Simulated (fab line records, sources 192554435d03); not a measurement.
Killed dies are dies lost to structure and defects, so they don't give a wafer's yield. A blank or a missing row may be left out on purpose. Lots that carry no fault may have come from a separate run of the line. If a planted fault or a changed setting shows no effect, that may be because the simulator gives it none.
Which tool was responsible? -- flow n5_finfet -- 15 lots with 45 wafers sampled at 7 steps, on a route of 1938 steps

## WHAT EACH GAUGE READ, for each wafer
N5_BEOL_M5_RS_MEAS_57: a four-point-probe measurement.
lot,measured,on,M5_RS (ohm/sq)
L108,day 8 14:17,film_metro-02,0.397 0.397 0.420
L110,day 9 05:50,film_metro-01,0.389 0.389 0.387
L111,day 9 18:07,film_metro-01,0.401 0.395 0.396
L115,day 9 21:29,film_metro-01,0.401 0.394 0.394
L117,day 10 15:58,film_metro-02,0.413 0.396 0.388
L118,day 10 22:28,film_metro-01,0.381 0.376 0.397
L119,day 11 18:19,film_metro-01,0.381 0.385 0.388
L121,day 11 18:48,film_metro-02,0.389 0.383 0.370
L120,day 12 03:36,film_metro-01,0.396 0.392 0.400
L123,day 12 07:14,film_metro-02,0.391 0.391 0.389
L125,day 12 09:11,film_metro-01,0.391 0.390 0.398
L127,day 13 00:29,film_metro-01,0.392 0.380 0.376
L126,day 13 12:11,film_metro-01,0.391 0.383 0.399
L128,day 13 19:17,film_metro-01,0.374 0.381 0.385
L129,day 14 10:52,film_metro-01,0.403 0.400 0.392

N5_BEOL_M6_CD_MEAS_18: pitch 80 nm, target cd 40 nm.
lot,measured,on,cd_nm (nm)
L108,day 8 15:59,cd_sem-01,40.2 40.7 39.9
L110,day 9 08:29,cd_sem-02,40.1 40.3 39.9
L111,day 9 20:06,cd_sem-03,40.1 39.2 40.0
L115,day 10 01:20,cd_sem-03,40.2 39.7 38.9
L117,day 10 18:53,cd_sem-02,- - -
L118,day 11 02:32,cd_sem-03,- - -
L119,day 11 21:37,cd_sem-01,- - -
L121,day 11 21:57,cd_sem-03,38.8 39.1 40.2
L120,day 12 08:19,cd_sem-02,39.9 39.6 40.8
L123,day 12 09:18,cd_sem-02,39.7 39.7 39.5
L125,day 12 11:53,cd_sem-02,39.3 39.4 40.0
L127,day 13 03:14,cd_sem-01,39.4 38.5 39.1
L126,day 13 15:07,cd_sem-01,39.7 39.6 38.6
L128,day 13 21:59,cd_sem-03,39.6 40.5 39.8
L129,day 14 14:19,cd_sem-02,39.7 39.7 39.6

## EACH LOT AND THE TOOL THAT RAN IT (in order: tool; ch and the chambers of the sampled wafers; start)
lot,N5_BEOL_M5_PRE_CLEAN_77,N5_BEOL_M6_DESCUM_16,N5_BEOL_M6_ETCH_61,N5_BEOL_M6_ETCH_62,N5_BEOL_M6_HM_OPEN_17
L108,"cvd_co-02 ch 0,1,2, day 8 14:04","rie_diel-04 ch 1,3, day 8 15:31","rie_diel-04 ch 1,3, day 8 15:33","rie_diel-04 ch 1,3, day 8 15:37","rie_metal-01 ch 0,1, day 8 15:48"
L110,"cvd_co-01 ch 1,2, day 9 05:37","rie_diel-04 ch 1,2,3, day 9 08:01","rie_diel-04 ch 1,2,3, day 9 08:03","rie_diel-04 ch 1,2,3, day 9 08:07","rie_metal-03 ch 0,1, day 9 08:17"
L111,"cvd_co-02 ch 0,1, day 9 17:49","rie_diel-05 ch 1,2,3, day 9 19:38","rie_diel-05 ch 1,2,3, day 9 19:40","rie_diel-05 ch 1,2,3, day 9 19:43","rie_metal-01 ch 0,1, day 9 19:54"
L115,"cvd_co-02 ch 0,1, day 9 21:16","rie_diel-04 ch 1,2, day 10 00:53","rie_diel-04 ch 1,2, day 10 00:55","rie_diel-04 ch 1,2, day 10 00:58","rie_metal-01 ch 0,1, day 10 01:10"
L117,"cvd_co-02 ch 0,1,2, day 10 15:45","rie_diel-04 ch 0,1,3, day 10 18:22","rie_diel-04 ch 0,1,3, day 10 18:24","rie_diel-04 ch 0,1,3, day 10 18:28","rie_metal-01 ch 0,1, day 10 18:38"
L118,"cvd_co-02 ch 0,2, day 10 22:14","rie_diel-04 ch 0,1,2, day 11 02:05","rie_diel-04 ch 0,1,2, day 11 02:07","rie_diel-04 ch 0,1,2, day 11 02:10","rie_metal-01 ch 0,1, day 11 02:22"
L119,"cvd_co-02 ch 0,1,2, day 11 18:05","rie_diel-04 ch 1,2,3, day 11 21:10","rie_diel-04 ch 1,2,3, day 11 21:11","rie_diel-04 ch 1,2,3, day 11 21:15","rie_metal-02 ch 0,1, day 11 21:26"
L121,"cvd_co-02 ch 0,1,2, day 11 18:35","rie_diel-06 ch 0,1,2, day 11 21:19","rie_diel-06 ch 0,1,2, day 11 21:22","rie_diel-06 ch 0,1,2, day 11 21:25","rie_metal-02 ch 0,1, day 11 21:38"
L120,"cvd_co-01 ch 0,1, day 12 03:22","rie_diel-05 ch 0,1,3, day 12 07:48","rie_diel-05 ch 0,1,3, day 12 07:50","rie_diel-05 ch 0,1,3, day 12 07:54","rie_metal-02 ch 0,1, day 12 08:05"
L123,"cvd_co-01 ch 0,1,2, day 12 07:01","rie_diel-04 ch 0,2,3, day 12 08:49","rie_diel-04 ch 0,2,3, day 12 08:50","rie_diel-04 ch 0,2,3, day 12 08:54","rie_metal-01 ch 0,1, day 12 09:05"
L125,"cvd_co-02 ch 1,2, day 12 08:58","rie_diel-05 ch 1,2, day 12 11:25","rie_diel-05 ch 1,2, day 12 11:28","rie_diel-05 ch 1,2, day 12 11:31","rie_metal-01 ch 0,1, day 12 11:42"
L127,"cvd_co-01 ch 0,1,2, day 13 00:15","rie_diel-05 ch 0,2, day 13 02:47","rie_diel-05 ch 0,2, day 13 02:49","rie_diel-05 ch 0,2, day 13 02:52","rie_metal-02 ch 0,1, day 13 03:05"
L126,"cvd_co-01 ch 0,1,2, day 13 11:59","rie_diel-06 ch 1,2,3, day 13 14:39","rie_diel-06 ch 1,2,3, day 13 14:41","rie_diel-06 ch 1,2,3, day 13 14:44","rie_metal-03 ch 0,1, day 13 14:58"
L128,"cvd_co-02 ch 0,1,2, day 13 19:04","rie_diel-04 ch 0,1, day 13 21:32","rie_diel-04 ch 0,1, day 13 21:34","rie_diel-04 ch 0,1, day 13 21:37","rie_metal-03 ch 0, day 13 21:49"
L129,"cvd_co-02 ch 0,1,2, day 14 10:38","rie_diel-06 ch 1,2,3, day 14 13:50","rie_diel-06 ch 1,2,3, day 14 13:53","rie_diel-06 ch 1,2,3, day 14 13:56","rie_metal-02 ch 0,1, day 14 14:08"
- N5_BEOL_M5_PRE_CLEAN_77: time 15 s.
- N5_BEOL_M6_DESCUM_16: chemistry O2, time 7.9 s.
- N5_BEOL_M6_ETCH_61: etches SiARC in CF4, target depth 45.5 nm, time 75.8 s.
- N5_BEOL_M6_ETCH_62: etches SOC in N2/H2, target depth 110 nm, overetch 22 nm, time 165 s.
- N5_BEOL_M6_HM_OPEN_17: chemistry Cl2/BCl3, target TiN, target depth 20 nm, overetch 6 nm.

## WHAT THE TOOLS THEMSELVES READ (means of the sampled wafers that have a number; where no wafer has one, the mark that the record gives instead)
N5_BEOL_M5_PRE_CLEAN_77.
lot,tool,heater_power_w (W)
L108,cvd_co-02,81
L110,cvd_co-01,102
L111,cvd_co-02,65
L115,cvd_co-02,65
L117,cvd_co-02,82
L118,cvd_co-02,88
L119,cvd_co-02,80
L121,cvd_co-02,81
L120,cvd_co-01,70
L123,cvd_co-01,86
L125,cvd_co-02,98
L127,cvd_co-01,85
L126,cvd_co-01,86
L128,cvd_co-02,82
L129,cvd_co-02,82

N5_BEOL_M6_DESCUM_16.
lot,tool,drypump_motor_current_A (A),o2_flow_sccm (sccm),oes_product_au (a.u.),rf_vpp_V (V),showerhead_plenum_p_Torr (Torr),temp_c (C),throttle_valve_pct (%)
L108,rie_diel-04,5.2,224.4,0.77,242.9,2.05,40.00,20.70
L110,rie_diel-04,5.2,224.9,0.76,243.7,2.10,39.95,20.62
L111,rie_diel-05,6.0,225.0,0.75,241.9,2.05,39.86,20.50
L115,rie_diel-04,5.2,224.0,0.74,243.6,2.15,39.96,20.58
L117,rie_diel-04,5.6,224.7,0.77,243.7,2.10,39.98,20.64
L118,rie_diel-04,5.6,224.9,0.75,244.9,2.15,40.04,20.58
L119,rie_diel-04,5.2,225.3,0.73,243.3,2.09,40.04,20.67
L121,rie_diel-06,5.9,224.4,0.84,241.5,2.03,39.93,20.42
L120,rie_diel-05,5.8,225.6,0.72,242.4,2.04,39.92,20.70
L123,rie_diel-04,5.3,225.1,0.71,244.1,2.11,39.98,20.64
L125,rie_diel-05,6.4,224.7,0.74,242.9,2.05,39.98,20.48
L127,rie_diel-05,6.2,225.2,0.73,242.8,2.08,39.93,20.55
L126,rie_diel-06,5.4,224.4,0.80,241.4,2.03,40.01,20.50
L128,rie_diel-04,5.9,224.9,0.78,243.1,2.13,39.98,20.64
L129,rie_diel-06,5.4,224.5,0.79,241.5,2.02,40.08,20.51

N5_BEOL_M6_ETCH_61.
lot,tool,bias_w (W),cf4_flow_sccm (sccm),drypump_motor_current_A (A),etch_rf_on_time_s (s),oes_product_au (a.u.),rf_vpp_V (V),showerhead_plenum_p_Torr (Torr),throttle_valve_pct (%)
L108,rie_diel-04,35.99,100.13,5.2,75.7,0.66,183.6,2.09,15.82
L110,rie_diel-04,35.97,100.16,5.2,76.1,0.65,184.4,2.14,15.80
L111,rie_diel-05,36.01,100.03,6.0,73.2,0.65,183.9,2.09,15.70
L115,rie_diel-04,35.99,99.80,5.2,78.3,0.63,184.7,2.19,15.78
L117,rie_diel-04,-,-,-,-,-,-,-,-
L118,rie_diel-04,-,-,-,-,-,-,-,-
L119,rie_diel-04,-,-,-,-,-,-,-,-
L121,rie_diel-06,35.89,99.96,5.9,73.9,0.73,182.8,2.08,15.51
L120,rie_diel-05,36.01,99.85,5.7,73.3,0.62,183.0,2.08,15.87
L123,rie_diel-04,35.90,100.08,5.2,76.1,0.60,183.9,2.15,15.84
L125,rie_diel-05,35.94,100.03,6.4,74.4,0.64,184.0,2.09,15.73
L127,rie_diel-05,35.95,100.02,6.2,75.9,0.63,184.7,2.11,15.73
L126,rie_diel-06,36.02,99.93,5.4,74.2,0.69,183.6,2.06,15.58
L128,rie_diel-04,36.00,99.95,5.9,74.1,0.67,184.7,2.19,15.85
L129,rie_diel-06,36.05,99.98,5.4,74.1,0.68,183.3,2.06,15.60

N5_BEOL_M6_ETCH_62.
lot,tool,bias_w (W),chamber_pressure_mTorr (mTorr),drypump_motor_current_A (A),h2_flow_sccm (sccm),oes_product_au (a.u.),rf_vpp_V (V),showerhead_plenum_p_Torr (Torr),temp_c (C),throttle_valve_pct (%)
L108,rie_diel-04,150.3,29.985,5.2,199.7,0.65,522.1,2.49,40.08,18.07
L110,rie_diel-04,149.9,30.001,5.2,199.8,0.64,523.1,2.55,40.08,18.01
L111,rie_diel-05,149.6,29.998,6.0,200.6,0.63,522.3,2.49,40.07,17.85
L115,rie_diel-04,150.2,30.015,5.2,200.4,0.64,525.7,2.61,40.01,17.93
L117,rie_diel-04,150.6,29.983,5.6,199.6,0.29,523.6,2.56,40.01,18.06
L118,rie_diel-04,150.1,30.012,5.5,200.6,0.28,525.3,2.61,40.04,17.99
L119,rie_diel-04,150.4,29.991,5.2,199.8,0.28,523.9,2.54,40.02,18.00
L121,rie_diel-06,149.5,30.002,5.9,199.9,0.71,521.6,2.46,39.97,17.73
L120,rie_diel-05,150.0,29.970,5.8,199.8,0.61,522.3,2.47,39.89,18.05
L123,rie_diel-04,150.0,29.997,5.3,200.0,0.60,524.8,2.57,40.15,18.07
L125,rie_diel-05,150.1,29.998,6.4,200.0,0.63,521.2,2.49,40.04,17.92
L127,rie_diel-05,150.1,29.995,6.3,199.9,0.63,523.9,2.53,40.06,18.00
L126,rie_diel-06,149.7,29.986,5.4,199.9,0.67,521.4,2.45,40.00,17.73
L128,rie_diel-04,150.0,29.999,5.9,199.6,0.66,524.6,2.59,40.06,18.13
L129,rie_diel-06,150.1,29.987,5.4,200.0,0.66,520.7,2.44,39.99,17.76

N5_BEOL_M6_HM_OPEN_17.
lot,tool,drypump_motor_current_A (A),oes_product_au (a.u.),throttle_valve_pct (%)
L108,rie_metal-01,5.31,0.73,22.05
L110,rie_metal-03,5.73,0.67,21.98
L111,rie_metal-01,5.30,0.72,22.08
L115,rie_metal-01,5.25,0.70,22.15
L117,rie_metal-01,5.26,0.30,22.79
L118,rie_metal-01,5.28,0.31,22.72
L119,rie_metal-02,5.58,0.29,22.60
L121,rie_metal-02,5.57,0.68,21.96
L120,rie_metal-02,5.66,0.72,22.05
L123,rie_metal-01,5.23,0.69,22.16
L125,rie_metal-01,5.29,0.71,22.07
L127,rie_metal-02,5.59,0.67,21.96
L126,rie_metal-03,5.44,0.69,21.91
L128,rie_metal-03,6.05,0.62,22.09
L129,rie_metal-02,5.69,0.69,22.07

## THE ANSWER, worked out from the rows above alone
Rule: the usual values come from the lots themselves. Put in order of their means at a reading, lots are off if they are a third of the lots or fewer, leave a main group of 4 or more, and stand apart from it by a gap of 3 or more times the standard deviation of the main group's means; of several such gaps the widest counts. A main group whose means are all the same, to the digits that the tables above print for the reading, isn't used. Also off: a lot with no number at a reading for which 4 or more lots have one. Where the step has rows for the other lots, those lots are counted as sound. Order of review: gauges by route order, followed by the tools' own readings, for which a lot's mean as printed above is used. At the first step where some lot is off, the reading lying furthest off is the one used; lots without a number count as furthest.
Off: L117, L118, L119, at N5_BEOL_M6_CD_MEAS_18 (cd_nm). Without a number there: L117, L118, L119. The main group: mean 39.7 nm, standard deviation 0.35.
If a tool, at a process step before that reading, ran all the lots that are off and no sound lot after the first of them, it fits. The gauges at N5_BEOL_M6_CD_MEAS_18 aren't tried: what is off there is off at N5_BEOL_M6_ETCH_61 too, on other tools, and a gauge's error can't cause that. No candidate that was tried fits.

## WHAT HAD BEEN PUT IN BY THE SIMULATOR
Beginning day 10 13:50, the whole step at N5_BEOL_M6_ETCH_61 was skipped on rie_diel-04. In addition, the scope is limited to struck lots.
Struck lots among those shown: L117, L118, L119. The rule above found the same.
